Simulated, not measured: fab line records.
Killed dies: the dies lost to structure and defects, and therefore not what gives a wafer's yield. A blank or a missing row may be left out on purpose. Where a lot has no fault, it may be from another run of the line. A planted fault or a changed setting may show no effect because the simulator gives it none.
What tool caused it? -- flow n5_finfet -- 27 wafers from 9 lots sampled at 2 of the route's 1938 steps

== WHAT THE GAUGES READ, wafer by wafer ==
N5_BEOL_M1_OCD_MEAS_38.
lot,measured,on,trench_depth_nm (nm)
L451,day 6 13:09,ocd-02,54.3 54.9 54.9
L453,day 6 16:56,ocd-01,54.4 56.4 54.3
L454,day 6 18:55,ocd-01,55.6 54.6 56.3
L466,day 10 03:40,ocd-02,0 0.2 0.0
L465,day 10 03:46,ocd-01,0.1 0.1 0
L467,day 10 17:53,ocd-02,56.5 57.0 54.8
L468,day 10 23:16,ocd-01,57.4 54.6 56.0
L469,day 10 23:56,ocd-01,55.1 56.8 57.3
L472,day 11 10:53,ocd-02,56.6 55.0 54.4

== EACH LOT AND THE TOOL THAT RAN IT (in order: tool; ch and the chambers of the sampled wafers; start) ==
lot,N5_BEOL_M1_TRENCH_ETCH_37
L451,"rie_diel-05 ch 0,2,3, day 6 12:59"
L453,"rie_diel-04 ch 0,3, day 6 16:46"
L454,"rie_diel-03 ch 0,1,3, day 6 18:46"
L466,"rie_diel-05 ch 0,1,2, day 10 03:31"
L465,"rie_diel-03 ch 0,3, day 10 03:37"
L467,"rie_diel-03 ch 0,2,3, day 10 17:44"
L468,"rie_diel-03 ch 0,2,3, day 10 23:06"
L469,"rie_diel-03 ch 0,2,3, day 10 23:47"
L472,"rie_diel-03 ch 0,1,3, day 11 10:43"
- N5_BEOL_M1_TRENCH_ETCH_37: etches SiOC in C4F6/O2, target depth 55.207 nm, time 29 s.

== THE ANSWER, worked out from the rows above alone ==
Rule: the lots themselves supply what counts as usual. Put in order of their means at a reading, lots are off if they are a third of the lots or fewer, leave a main group of 4 or more, and stand apart from it by a gap of 3 or more times the standard deviation of the main group's means; of several such gaps the widest counts. Not used: any main group whose means are identical at the precision the tables above print for the reading. Also off: a lot with no number at a reading for which 4 or more lots have one. Any other lot the step has rows for is counted as sound.
Off: L466, L465 (N5_BEOL_M1_OCD_MEAS_38, trench_depth_nm). The main group: mean 55.6 nm, standard deviation 0.57.
If a tool, at a process step before that reading, ran all the lots that are off and no sound lot after the first of them, it fits. Gauges at N5_BEOL_M1_OCD_MEAS_38: tried the same way as those tools. No candidate that was tried fits.

== WHAT THE SIMULATOR HAD INSERTED ==
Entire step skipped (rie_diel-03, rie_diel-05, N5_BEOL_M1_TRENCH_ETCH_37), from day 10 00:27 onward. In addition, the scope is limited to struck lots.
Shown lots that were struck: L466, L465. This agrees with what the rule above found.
